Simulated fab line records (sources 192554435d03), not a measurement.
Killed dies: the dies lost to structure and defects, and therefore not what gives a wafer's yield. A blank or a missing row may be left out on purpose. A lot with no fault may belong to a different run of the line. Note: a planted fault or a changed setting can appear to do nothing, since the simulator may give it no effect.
A single fault, viewed from 3 desks    flow n5_finfet    numbers are kept per desk, each desk with only its own; the story behind them comes last

AT THE METROLOGY DESK
What the gauges read for every lot (on any tool): the sampled wafers with a number, averaged. A lot is out of limits, marked OUT, if its mean lies more than 4 standard deviations from the usual mean; the brackets give that distance.
Columns: A = cd_nm at N5_BEOL_M12_CD_MEAS_28, usual 160.0 nm; B = M12_OVL at N5_BEOL_M12_OVL_MEAS_29, usual 2 nm
lot   first seen here  A      B
L953  day 12 20:08     158.9  1
L958  day 14 18:34     159.3  -2
L959  day 15 02:58     159.4  -2
L962  day 15 11:04     159.0  12
L967  day 16 09:39     160.8  1
L968  day 16 16:20     157.6  4
This desk's finding: nothing out of limits on any of the 6 lots.

THE DEFECT DESK
Counts from the inspections along the route, per lot, as means over the sampled wafers that have a number. A lot is out of limits, marked OUT, if its mean lies more than 4 standard deviations from the usual mean; the brackets give that distance.
Columns: A = raw_defect_count at N5_BEOL_M12_INSPECT_30, usual 2.1
lot   first seen here  A
L953  day 12 20:11     1.3
L958  day 14 18:37     2.0
L959  day 15 03:01     1.5
L962  day 15 11:07     2.5
L967  day 16 09:43     2.7
L968  day 16 16:24     1.7
This desk's finding: nothing out of limits on any of the 6 lots.

TOOL OWNER'S DESK, rie_diel-01
The tool's own readings at N5_BEOL_M12_ETCH_68 (etches SOC in N2/H2, time 285 s): means of the sampled wafers that have a number, for each lot that ran on this tool. A lot is out of limits, marked OUT, if its mean lies more than 4 standard deviations from the usual mean; the brackets give that distance.
Columns: A = drypump_motor_current_A at N5_BEOL_M12_ETCH_68, usual 5.7 A; B = oes_product_au at N5_BEOL_M12_ETCH_68, usual 0.81 a.u.; C = rf_vpp_V at N5_BEOL_M12_ETCH_68, usual 524.4 V; D = run_length_s at N5_BEOL_M12_ETCH_68, usual 308.4 s; E = showerhead_plenum_p_Torr at N5_BEOL_M12_ETCH_68, usual 2.56 Torr; F = throttle_valve_pct at N5_BEOL_M12_ETCH_68, usual 17.79 %
lot   first seen here  A    B     C      D                E     F
L958  day 14 19:13     5.5  0.95  527.4  308.1            2.64  17.81
L959  day 15 03:14     5.8  0.94  522.8  277.5 (-72) OUT  2.51  17.49
L962  day 15 11:30     5.6  0.94  524.8  276.8 (-74) OUT  2.61  17.75
Finding of this desk: L959, L962 out of limits; the first was L959 at day 15 03:14, on run_length_s at N5_BEOL_M12_ETCH_68. Within limits: L958.

TAKEN TOGETHER
At day 15 03:14, on L959, L962, the tool owner's desk was in a position to raise an alarm.
The metrology desk saw nothing out of limits.
Nothing the defect desk looked at was out of limits.
The metrology desk has L959, L962 on record, within its limits.
The defect desk has L959, L962 on record, within its limits.
N5_BEOL_M12_ETCH_68 was run on rie_diel-01 by each of the lots named.

WHAT THE SIMULATOR PUT IN
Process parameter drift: rie_diel-01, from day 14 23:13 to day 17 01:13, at N5_BEOL_M12_ETCH_68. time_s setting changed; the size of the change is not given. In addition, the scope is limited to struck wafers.
Shown lots that were struck: L959, L962.
How many hours passed from the start of the fault until each desk's first out-of-limits reading: the tool owner's desk, 4.
